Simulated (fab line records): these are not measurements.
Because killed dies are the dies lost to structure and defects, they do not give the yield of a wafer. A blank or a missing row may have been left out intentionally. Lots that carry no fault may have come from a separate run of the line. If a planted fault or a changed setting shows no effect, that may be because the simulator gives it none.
A lot that was struck, set against a sound lot + flow nand-harc + 15 steps out of a route of 1302
Sound: the wafers L745.2, L745.5, L745.6. Struck: wafers L740.1, L740.6. The cause is named last.
For every step that has rows: the tool of each side, followed by ch and its chambers, followed by its first start. Under that, the readings that differ: sound wafers + struck wafers + difference of the means + sigmas: that difference in standard deviations of wafers without a fault.
alike: words and numbers the same on both sides, and readings whose means are apart by under 2 such deviations; not compared: readings that were withheld, readings missing a value for some wafer, numbers with overlapping values and no deviation given by the record, and bounds like >300 which may hide the same value.
A row with sigmas, a row that says differs or no value, or rows on one side alone: a step with any of these is where the two part. Non-overlapping numbers with no deviation appear without sigmas and do not part them. A reading missing from all wafers of one side parts the sides only when that side holds two or more wafers.

first, 10 steps without rows for these wafers: NHARC_P_GATE_SRD_01; NHARC_P_GATE_OXIDE_02 (material SiO2, target thk 37.5 nm, ox time 365 s); NHARC_P_GATE_DEHYDRATE_03 (time 120 s); NHARC_P_GATE_HMDS_04 (time 30 s); NHARC_P_GATE_COAT_05; NHARC_P_GATE_SOFTBAKE_06 (time 95 s); NHARC_P_GATE_EBR_07; NHARC_P_GATE_EXPOSE_08 (exposes mask P HV); NHARC_P_GATE_PEB_09 (peb time 85 s); NHARC_P_GATE_DEVELOP_10 (time 70 s).
NHARC_P_GATE_CD_MEAS_11: the cd target is 1640 nm.
  sound on cd-sem-02 ch 0, day 9 17:04; struck on cd-sem-02 ch 0, day 7 15:17
  alike: cd-nm
then, 1 step without rows for these wafers: NHARC_P_GATE_HARDBAKE_12 (time 80 s).
NHARC_P_GATE_DESCUM_13: chemistry O2, time 3 s.
  sound on rie-diel-10 ch 1,2,3, day 9 17:16; struck on rie-diel-04 ch 2,3, day 7 15:27
| reading          | sound          | struck    | difference | sigmas |
|------------------|----------------|-----------|------------|--------|
| run-length-s (s) | 24.1 24.1 24.1 | 25.5 25.6 | +1.4       | +4     |
  alike: drypump-motor-current-A, oes-product-au, rf-vpp-V, showerhead-plenum-p-Torr, throttle-valve-pct
  not compared: rf-hours-counter-h
then, 2 steps without rows for these wafers: NHARC_P_GATE_ETCH_14 (etches SiO2 in dHF, target depth 48.8 nm); NHARC_END_SORT_01.

== WHERE THEY PART ==
At NHARC_P_GATE_DESCUM_13 and nowhere else, as far as this record goes.

WHY: what the simulator had put in
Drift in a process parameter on rie-diel-04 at NHARC_P_GATE_DESCUM_13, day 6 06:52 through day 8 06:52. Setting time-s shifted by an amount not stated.
